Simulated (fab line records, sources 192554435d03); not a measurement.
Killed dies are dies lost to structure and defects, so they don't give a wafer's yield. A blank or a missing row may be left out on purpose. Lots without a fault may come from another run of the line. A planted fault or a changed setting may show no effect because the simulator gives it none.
Chamber matching | flow n5_finfet | N5_BEOL_M0_ETCH_109 on rie_diel-06: 4 sister chambers
The step etches SiCN in CH3F/O2, target depth 8 nm, overetch 2.4 nm, time 27.4 s. 16 wafers are shown with their chamber, then 8 later ones without.

WAFERS WITH THEIR CHAMBER
wafer  | chamber | showerhead_plenum_p_Torr (Torr) | oes_product_au (a.u.) | throttle_valve_pct (%)
L075.1 | 2       | 1.99                            | 0.65                  | 16.52
L075.4 | 3       | 1.97                            | 0.77                  | 16.24
L075.5 | 0       | 1.98                            | 0.58                  | 16.48
L077.2 | 1       | 1.95                            | 0.80                  | 16.36
L077.3 | 0       | 1.98                            | 0.58                  | 16.49
L077.6 | 2       | 1.98                            | 0.65                  | 16.52
L081.2 | 1       | 1.95                            | 0.78                  | 16.39
L081.3 | 3       | 1.97                            | 0.75                  | 16.27
L081.6 | 1       | 1.95                            | 0.79                  | 16.38
L080.3 | 1       | 1.95                            | 0.79                  | 16.39
L080.4 | 0       | 1.98                            | 0.57                  | 16.51
L080.5 | 3       | 1.97                            | 0.74                  | 16.26
L088.4 | 3       | 1.96                            | 0.74                  | 16.29
L088.5 | 0       | 1.97                            | 0.83                  | 16.07
L088.6 | 1       | 1.94                            | 0.78                  | 16.42
L089.1 | 2       | 1.98                            | 0.63                  | 16.56

SIGNATURES (means of the wafers above)
reading                  | chamber 0 | chamber 1 | chamber 2 | chamber 3 | scatter within a chamber
showerhead_plenum_p_Torr | 1.9775    | 1.9480    | 1.9833    | 1.9675    | 0.00497
oes_product_au           | 0.6400    | 0.7880    | 0.6433    | 0.7500    | 0.0641
throttle_valve_pct       | 16.3875   | 16.3880   | 16.5333   | 16.2650   | 0.108
Rule: a wafer's distance from a chamber is the root of the sum, over the readings, of the square of ((its reading less the chamber's mean) divided by the reading's scatter). The wafer belongs to the nearest chamber; if the next one is less than 2 further off, it can't be placed. The scatter: the root of (the sum of the squares of (reading less its chamber's mean) over the shown wafers, divided by (wafers less chambers)).

WAFERS WITHOUT THEIR CHAMBER
wafer  | showerhead_plenum_p_Torr (Torr) | oes_product_au (a.u.) | throttle_valve_pct (%)
L089.3 | 1.94                            | 0.75                  | 16.42
L089.5 | 1.96                            | 0.73                  | 16.31
L091.2 | 1.96                            | 0.72                  | 16.32
L091.4 | 1.98                            | 0.63                  | 16.58
L091.6 | 1.97                            | 0.80                  | 16.10
L093.2 | 1.96                            | 0.73                  | 16.30
L093.4 | 1.97                            | 0.80                  | 16.09
L093.5 | 1.96                            | 0.74                  | 16.32

WHICH CHAMBER EACH WENT THROUGH
wafer  | from the rows above     | in truth
L089.3 | 1                       | 1
L089.5 | can't be placed: 3 or 1 | 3
L091.2 | can't be placed: 3 or 1 | 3
L091.4 | can't be placed: 2 or 0 | 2
L091.6 | 3                       | 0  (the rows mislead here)
L093.2 | can't be placed: 3 or 1 | 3
L093.4 | 3                       | 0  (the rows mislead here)
L093.5 | can't be placed: 3 or 1 | 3
Placed correctly: 1 of 8. Can't be placed from these rows: 5 (the true chamber is among the candidates in 5). Placed wrongly: 2.
